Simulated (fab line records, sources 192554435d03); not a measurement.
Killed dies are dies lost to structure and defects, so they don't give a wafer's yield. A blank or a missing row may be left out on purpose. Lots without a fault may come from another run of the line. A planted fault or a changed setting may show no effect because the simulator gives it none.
Chamber matching | flow n5_finfet | N5_FIN_SAQP_ETCH_67 on rie_diel-06: 4 sister chambers
The step etches SiNx in CH3F/O2, target depth 30 nm. 4 wafers are shown with their chamber, then 11 later ones without.

WAFERS WITH THEIR CHAMBER
wafer  | chamber | throttle_valve_pct (%)
L088.4 | 0       | 15.86
L089.4 | 1       | 16.69
L089.6 | 2       | 16.51
L092.3 | 3       | 16.15

WAFERS WITHOUT THEIR CHAMBER
wafer  | throttle_valve_pct (%)
L092.4 | 15.88
L092.5 | 16.15
L093.2 | 16.53
L093.4 | 15.87
L093.5 | 16.16
L094.1 | 16.17
L094.2 | 16.70
L094.4 | 15.88
L096.1 | 16.71
L096.2 | 16.17
L096.3 | 16.54

WHICH CHAMBER EACH WENT THROUGH
wafer  | from the rows above | in truth
L092.4 | 0                   | 0
L092.5 | 3                   | 3
L093.2 | 2                   | 2
L093.4 | 0                   | 0
L093.5 | 3                   | 3
L094.1 | 3                   | 3
L094.2 | 1                   | 1
L094.4 | 0                   | 0
L096.1 | 1                   | 1
L096.2 | 3                   | 3
L096.3 | 2                   | 2
Placed correctly: 11 of 11. Can't be placed from these rows: 0. Placed wrongly: 0.
How it was worked out, from the rows above alone: a wafer's distance from a chamber is the root of the sum, over the readings, of the square of ((its reading less the chamber's mean) divided by the reading's scatter). The wafer belongs to the nearest chamber; if the next one is less than 2 further off, it can't be placed. A chamber's mean is the mean of its shown wafers. The scatter: with one shown wafer a chamber, the root of the mean of the squares of how far each hidden wafer lies from its nearest shown one.
